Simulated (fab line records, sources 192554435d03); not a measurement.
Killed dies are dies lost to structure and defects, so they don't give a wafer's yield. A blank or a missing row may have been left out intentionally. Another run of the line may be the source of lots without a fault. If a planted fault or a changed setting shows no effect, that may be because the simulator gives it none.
Split-lot experiment    flow n5-finfet    route with 1938 steps; 7 lots, 21 wafers read

## SPLIT DETAILS
At N5_FIN_SAQP_FIN_ETCH_36 (etches the open film in HBr/Cl2/O2, target depth 120 nm, time 50.4 s), the setting icp-w was moved away from the recipe's 800 W on 7 of the 21 wafers read, by -17.5% to +15.7%. This setting was run at the recipe's value on the other wafers.

## FROM THE SPLIT TO THE READING: what the file shows between them, 3 steps
- N5_FIN_SAQP_PRECLEAN_38: cleans in O3/DIW, time 45 s
- N5_FIN_SAQP_PRECLEAN_45: cleans in dHF, time 10 s
- N5_FIN_SAQP_SRD_39: time 30 s

## THE READING
trench-depth-nm, in nm, at N5_FIN_SAQP_OCD_MEAS_76. On this fab line, fault-free wafers typically give 120.2 nm with a standard deviation of 2.2 nm.

wafer   tool, chamber at the split  icp-w as run, W  against the recipe  trench-depth-nm, nm  against lot-mates on the recipe
L077.2  rie-si-05, 1                659.8            -17.5%              108.4                -10.6
L077.3  rie-si-05, 0                800              recipe              117.1                -
L077.4  rie-si-05, 3                800              recipe              121.0                -
L084.1  rie-si-02, 0                800              recipe              119.9                -
L084.2  rie-si-02, 1                800              recipe              122.7                -
L084.4  rie-si-02, 2                800              recipe              121.7                -
L086.2  rie-si-04, 3                925.5            +15.7%              129.7                +7.6
L086.4  rie-si-04, 2                925.5            +15.7%              124.6                +2.5
L086.6  rie-si-04, 1                800              recipe              122.1                -
L087.1  rie-si-05, 2                712.3            -11.0%              111.4                -9.4
L087.2  rie-si-05, 3                800              recipe              120.8                -
L087.6  rie-si-05, 2                712.3            -11.0%              111.2                -9.6
L093.4  rie-si-05, 0                800              recipe              119.2                -
L093.5  rie-si-05, 3                800              recipe              121.2                -
L093.6  rie-si-05, 1                800              recipe              118.8                -
L096.2  rie-si-02, 2                800              recipe              123.1                -
L096.4  rie-si-02, 1                800              recipe              122.0                -
L096.6  rie-si-02, 1                683.9            -14.5%              113.0                -9.5
L097.1  rie-si-05, 1                800              recipe              118.5                -
L097.3  rie-si-05, 0                862.3            +7.8%               122.1                +4.1
L097.4  rie-si-05, 2                800              recipe              117.5                -

FIT RESULTS
A straight line over all 21 wafers: trench-depth-nm changes by +0.559 nm for each +1% of icp-w; r = +0.90; the points scatter about the line by 2.2 nm.
The same after taking each lot's own level away (the mean of its wafers on the recipe; 21 wafers): +0.543 nm for each +1%; r = +0.92; scatter 1.9 nm.
On that fit, the largest move of icp-w shifts the reading by 9.5 nm.
The span of the lots' own levels, 118.00 to 122.55 nm, comes to 2.1 times the standard deviation stated above.
So the lot-to-lot level changes the slope little: the two slopes agree.
Check: with one of the wafers moved furthest among these (-17.5%) left out of the fit, the line predicts -10.2 nm for it against its lot-mates. It came out at -10.6 nm against them.

## OTHER SPLITS ON THESE WAFERS
Before the reading, these wafers also passed through other splits. Each is held against what the fit with the lots' levels taken away leaves over:
other split on the same wafers         wafers away from the commonest value  r with trench-depth-nm (lot level and that fit taken away)
N5_ZERO_LAYER_PECVD_02 time-s          3                                     -0.18
N5_ZERO_LAYER_COAT_05 spin-rpm         8                                     +0.34
N5_WELL_APT_EXPOSE_22 dose-mj          5                                     -0.11
N5_WELL_APT_PEB_23 peb-time-s          4                                     +0.25
N5_FIN_SAQP_COAT_49 spin-rpm           7                                     -0.07
N5_FIN_SAQP_DEVELOP_15 develop-time-s  9                                     -0.11

## THE WHOLE CHAIN: every reading that the file lists as answering this split, in the file's order
step                     what it does                                                          reading                                                                     change (the file's fit)                r (the file's)
N5_FIN_SAQP_FIN_ETCH_36  etches the open film in HBr/Cl2/O2, target depth 120 nm, time 50.4 s  etch.depth-nm (the simulator's own value, which no gauge read)              +0.589 nm for each +1% of the setting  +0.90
N5_FIN_SAQP_FIN_ETCH_36  etches the open film in HBr/Cl2/O2, target depth 120 nm, time 50.4 s  FIN_SAQP.feature-depth-nm (the simulator's own value, which no gauge read)  +0.59 nm for each +1% of the setting   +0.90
N5_FIN_SAQP_OCD_MEAS_76                                                                        trench-depth-nm                                                             +0.573 nm for each +1% of the setting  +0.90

## FILE'S OWN FIT
trench-depth-nm changes by +0.573 nm for each +1% of icp-w, r = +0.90.
